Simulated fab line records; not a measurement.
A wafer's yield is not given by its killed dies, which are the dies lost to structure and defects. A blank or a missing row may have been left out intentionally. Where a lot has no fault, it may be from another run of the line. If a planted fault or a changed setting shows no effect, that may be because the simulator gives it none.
Chamber matching -- flow n5-finfet -- 4 sister chambers for N5_BEOL_M10_ALD_74 on ald-metal-02
The step deposits TaN, target thk 2 nm, pulse time 2 s, purge time 3 s. 8 wafers are shown with their chamber, then 12 later ones without.

## WAFERS WITH THEIR CHAMBER
wafer,chamber,heater-power-w (W)
L081.2,1,419
L081.3,3,413
L081.6,3,405
L079.1,2,458
L082.6,1,422
L083.2,0,424
L083.3,2,447
L083.5,0,446

## WAFERS WITH NO CHAMBER GIVEN
wafer,heater-power-w (W)
L088.4,457
L088.5,428
L088.6,414
L085.1,423
L085.4,453
L085.5,423
L092.1,418
L092.2,459
L092.3,421
L095.2,436
L095.5,421
L095.6,413

## WHICH CHAMBER EACH ONE RAN IN
wafer,from the rows above,in truth
L088.4,can't be placed: 2 or 0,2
L088.5,can't be placed: 0 or 1 or 3 or 2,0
L088.6,can't be placed: 3 or 1 or 0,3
L085.1,can't be placed: 1 or 0 or 3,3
L085.4,can't be placed: 2 or 0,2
L085.5,can't be placed: 1 or 0 or 3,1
L092.1,can't be placed: 1 or 3 or 0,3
L092.2,can't be placed: 2 or 0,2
L092.3,can't be placed: 1 or 3 or 0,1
L095.2,can't be placed: 0 or 1 or 2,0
L095.5,can't be placed: 1 or 3 or 0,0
L095.6,can't be placed: 3 or 1 or 0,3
Correctly placed: 0 of 12. Cannot be placed on the basis of these rows: 12; the candidates contain the true chamber in 12. Wrongly placed: 0.
How it was worked out, from the rows above alone: a wafer's distance from a chamber is the root of the sum, over the readings, of the square of ((its reading less the chamber's mean) divided by the reading's scatter). If the next closest chamber is less than 2 further off than the closest, the wafer can't be placed; otherwise it belongs to the closest. The mean given for a chamber averages the wafers shown for that chamber. The scatter: the root of (the sum of the squares of (reading less its chamber's mean) over the shown wafers, divided by (wafers less chambers)).
